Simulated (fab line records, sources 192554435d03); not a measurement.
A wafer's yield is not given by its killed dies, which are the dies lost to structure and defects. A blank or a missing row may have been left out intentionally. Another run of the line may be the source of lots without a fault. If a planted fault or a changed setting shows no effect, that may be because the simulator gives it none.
A struck lot beside a sound one / flow n5 finfet / 28 out of 1938 route steps
Sound: these wafers, L285.1, L285.5, L285.6. Struck: wafer L289.4 (L289.1, L289.6, from the same lot, were not struck and are left out); the cause is given at the end.
Order at every step that has rows: each side's tool, ch and its chambers, its first start. Under that, the readings that differ: sound wafers / struck wafers / difference of the means / sigmas: that difference in standard deviations of wafers without a fault.
alike: readings with means less than 2 such deviations apart, plus words and numbers identical on both sides. not compared: withheld readings, readings lacking a value on some wafer, bounds such as >300 that could conceal the same value, and numbers that have no deviation in the record and whose values overlap.
The two part at a step that has a row with sigmas, a row that says differs or no value, or rows on one side only. When numbers do not overlap yet have no deviation, they are printed without sigmas and do not part them. A reading that every wafer of one side lacks parts them only if that side has two wafers or more.

first, 2 steps without rows for these wafers: N5_DUMMY_GATE_PRECLEAN_46 (cleans in DIW, time 89.5 s); N5_DUMMY_GATE_SRD_47 (dry time 32 s).
N5_DUMMY_GATE_CMP_04: polishes a-Si.
  sound on cmp-03 ch 2,3, day 3 01:23; struck on cmp-03 ch 1, day 4 00:13
  alike: motor current A, time to endpoint s
  not compared: pad life wafers
N5_DUMMY_GATE_THK_MEAS_05:
  sound: film metro-02 at day 3 01:38; struck: film metro-02 at day 4 00:27
  alike: thk nm
then, 8 steps without rows for these wafers: N5_DUMMY_GATE_HM_DEP_06 (deposits SiNx from DCS/NH3, target thk 80 nm, time 5141 s); N5_DUMMY_GATE_PECVD_30 (deposits SiO2 from TEOS/O2, target thk 55 nm, time 10.8 s); N5_DUMMY_GATE_COAT_34 (time 60 s, resist thk 60 nm); N5_DUMMY_GATE_COAT_35 (time 60 s, resist thk 10 nm); N5_DUMMY_GATE_COAT_28 (time 60 s, resist thk 10 nm); N5_DUMMY_GATE_COAT_09 (resist thk 30 nm); N5_DUMMY_GATE_EBR_11; N5_DUMMY_GATE_SOFTBAKE_10 (time 60 s).
N5_DUMMY_GATE_EXPOSE_12: exposes mask GATE, target cd 25 nm.
  sound on euv scanner-02 ch 0, day 3 05:47; struck on euv scanner-01 ch 0, day 4 04:37
  alike: mask
then, 2 steps without rows for these wafers: N5_DUMMY_GATE_PEB_13 (peb time 60 s); N5_DUMMY_GATE_DEVELOP_14 (develop time 30 s).
N5_DUMMY_GATE_CD_MEAS_15: target cd 25.8 nm.
  sound on cd sem-02 ch 0, day 3 05:55; struck on cd sem-03 ch 0, day 4 04:44
  alike: cd nm
N5_DUMMY_GATE_OVL_MEAS_16:
  sound on overlay-02 ch 0, day 3 05:58; struck on overlay-02 ch 0, day 4 04:47
  alike: GATE_OVL
N5_DUMMY_GATE_INSPECT_17: inspects for defects (brightfield).
  sound: defect inspect-02 at day 3 06:01; struck: defect inspect-02 at day 4 04:50
  alike: raw defect count
N5_DUMMY_GATE_DESCUM_20: chemistry O2, time 6.2 s.
  sound on rie diel-03 ch 0,1, day 3 06:03; struck on rie diel-05 ch 0, day 4 04:54
reading=throttle valve pct (%); sound=20.56 20.55 20.63; struck=19.78; difference=-0.80; sigmas=-3
  alike: drypump motor current A, oes product au, rf vpp V, showerhead plenum p Torr, temp c
  not compared: rf hours counter h
N5_DUMMY_GATE_ETCH_29: etches underlayer in N2/H2, target depth 13 nm.
  sound on rie diel-03 ch 0,1, day 3 06:07; struck on rie diel-05 ch 0, day 4 04:58
reading=throttle valve pct (%); sound=18.1 18.1 18.0; struck=17.1; difference=-1.0; sigmas=-3
  alike: drypump motor current A, oes product au, rf vpp V, showerhead plenum p Torr
  not compared: rf hours counter h
N5_DUMMY_GATE_ETCH_36: etches SiARC in CF4, target depth 13 nm.
  sound on rie diel-03 ch 0,1, day 3 06:10; struck on rie diel-05 ch 0, day 4 05:00
reading=throttle valve pct (%); sound=15.64 15.64 15.77; struck=15.01; difference=-0.67; sigmas=-3
  alike: drypump motor current A, oes product au, rf vpp V, showerhead plenum p Torr
  not compared: rf hours counter h
then, 3 steps without rows for these wafers: N5_DUMMY_GATE_ETCH_37 (etches SOC in N2/H2, target depth 60 nm, overetch 30 nm); N5_DUMMY_GATE_STRIP_38 (strips in N2/H2); N5_DUMMY_GATE_STRIP_39 (strips in N2/H2).
N5_DUMMY_GATE_TRIM_49: chemistry O2, time 29 s, target cd 14 nm.
  sound on rie si-06 ch 0,3, day 3 06:17; struck on rie si-06 ch 0, day 4 05:07
reading=model.DUMMY_GATE.cd nm (nm); sound=14 14 14; struck=14.2; difference=+0.2; sigmas=
  alike: drypump motor current A, oes product au, temp c, throttle valve pct
  not compared: rf hours counter h
N5_DUMMY_GATE_STRIP_40: strips in CF4.
  sound on rie diel-03 ch 2,3, day 3 06:34; struck on rie diel-05 ch 0, day 4 05:13
reading=oes product au (a.u.); sound=0.70 0.71 0.79; struck=0.95; difference=+0.22; sigmas=+3
reading=throttle valve pct (%); sound=13.89 13.91 13.40; struck=12.96; difference=-0.77; sigmas=-3
  alike: drypump motor current A, rf vpp V, showerhead plenum p Torr
  not compared: rf hours counter h
-- here the record skips 5 days between the struck wafers' starts before and after, leaving off in module DUMMY_GATE and picking up in module BEOL_M4 (first step shown: number 1111 of the route) --
N5_BEOL_M4_RC_MEAS_101:
  sound on prober-01 ch 0, day 8 06:11; struck on prober-01 ch 0, day 9 02:30
  alike: DIBL_N, DIBL_P, IOFF_N, IOFF_P, ION_N, ION_P, SS_N, SS_P, VT_N, VT_P
after that, 1 step had no rows for these wafers: N5_PASSIVATION_PROBE_49.

## WHERE THEY PART
Earliest at N5_DUMMY_GATE_DESCUM_20; latest, in this record, at N5_DUMMY_GATE_STRIP_40. Later steps at which nothing parts them and some readings are alike: N5_BEOL_M4_RC_MEAS_101.

WHY: what had been put in by the simulator
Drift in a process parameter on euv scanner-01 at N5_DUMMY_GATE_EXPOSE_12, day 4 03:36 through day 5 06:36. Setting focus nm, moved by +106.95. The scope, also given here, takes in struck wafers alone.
